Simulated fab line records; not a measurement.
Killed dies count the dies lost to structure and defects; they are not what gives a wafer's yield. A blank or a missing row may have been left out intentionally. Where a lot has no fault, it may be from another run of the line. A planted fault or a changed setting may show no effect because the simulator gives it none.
3 desks looking at one fault    flow n5Finfet    each desk holds nothing but its own numbers, with what lay behind them at the end

== DESK OF THE TOOL OWNER: rieDiel-02 ==
The tool's own readings at N5_BEOL_M6_STRIP_19 (strips in O2): means of the sampled wafers that have a number, for each lot that ran on this tool. If a lot's mean is further than 4 standard deviations from the usual mean, the lot is out of limits and carries the mark OUT (the distance appears in the brackets).
Columns: A = drypumpMotorCurrentA at N5_BEOL_M6_STRIP_19, usual 5.7 A; B = oesProductAu at N5_BEOL_M6_STRIP_19, usual 0.79 a.u.; C = rfVppV at N5_BEOL_M6_STRIP_19, usual 3.6 V; D = showerheadPlenumPTorr at N5_BEOL_M6_STRIP_19, usual 2.12 Torr; E = tempC at N5_BEOL_M6_STRIP_19, usual 39.99 C; F = throttleValvePct at N5_BEOL_M6_STRIP_19, usual 16.68 %
lot   first seen here  A    B     C    D     E      F
L420  day 10 01:57     5.5  0.76  3.9  2.15  39.89  16.81
L421  day 10 03:16     5.6  0.76  3.6  2.18  39.99  16.89
L434  day 13 17:13     6.2  0.84  3.9  2.18  39.89  16.64
L436  day 14 08:40     5.7  0.86  3.1  2.13  39.97  16.57
Finding of this desk: none of the 4 lots has anything out of limits.

== THE DEFECT DESK ==
What the inspections along the route counted, lot by lot: means of the sampled wafers that have a number. If a lot's mean is further than 4 standard deviations from the usual mean, the lot is out of limits and carries the mark OUT (the distance appears in the brackets).
Columns: A = rawDefectCount at N5_BEOL_M6_INSPECT_30, usual 431
lot   first seen here  A
L420  day 10 04:25     447
L421  day 10 04:35     294
L422  day 10 07:49     357
L424  day 10 21:29     522
L425  day 11 17:07     457
L434  day 13 22:11     703
L438  day 13 22:47     453
L436  day 14 11:37     812
L440  day 15 08:54     593
L443  day 16 04:58     576
Finding of this desk: none of the 10 lots has anything out of limits.

== FROM THE METROLOGY DESK ==
Means of the sampled wafers that have a number, per lot and without regard to the tool the lot ran on: this is what the gauges read. If a lot's mean is further than 4 standard deviations from the usual mean, the lot is out of limits and carries the mark OUT (the distance appears in the brackets).
Columns: A = cdNm at N5_BEOL_M6_CD_MEAS_11, usual 38.3 nm
lot   first seen here  A
L420  day 10 01:14     38.0
L421  day 10 02:47     38.4
L422  day 10 05:46     38.4
L424  day 10 19:07     38.0
L425  day 11 15:48     38.5
L434  day 13 16:10     38.1
L438  day 13 21:12     38.3
L436  day 14 08:08     38.8
L440  day 15 06:47     37.9
L443  day 16 01:17     38.2
Finding of this desk: none of the 10 lots has anything out of limits.

== ALL TOGETHER ==
The tool owner's desk saw nothing out of limits.
The defect desk saw nothing out of limits.
At the metrology desk, nothing out of limits was observed.

== WHAT THE SIMULATOR HAD INSERTED ==
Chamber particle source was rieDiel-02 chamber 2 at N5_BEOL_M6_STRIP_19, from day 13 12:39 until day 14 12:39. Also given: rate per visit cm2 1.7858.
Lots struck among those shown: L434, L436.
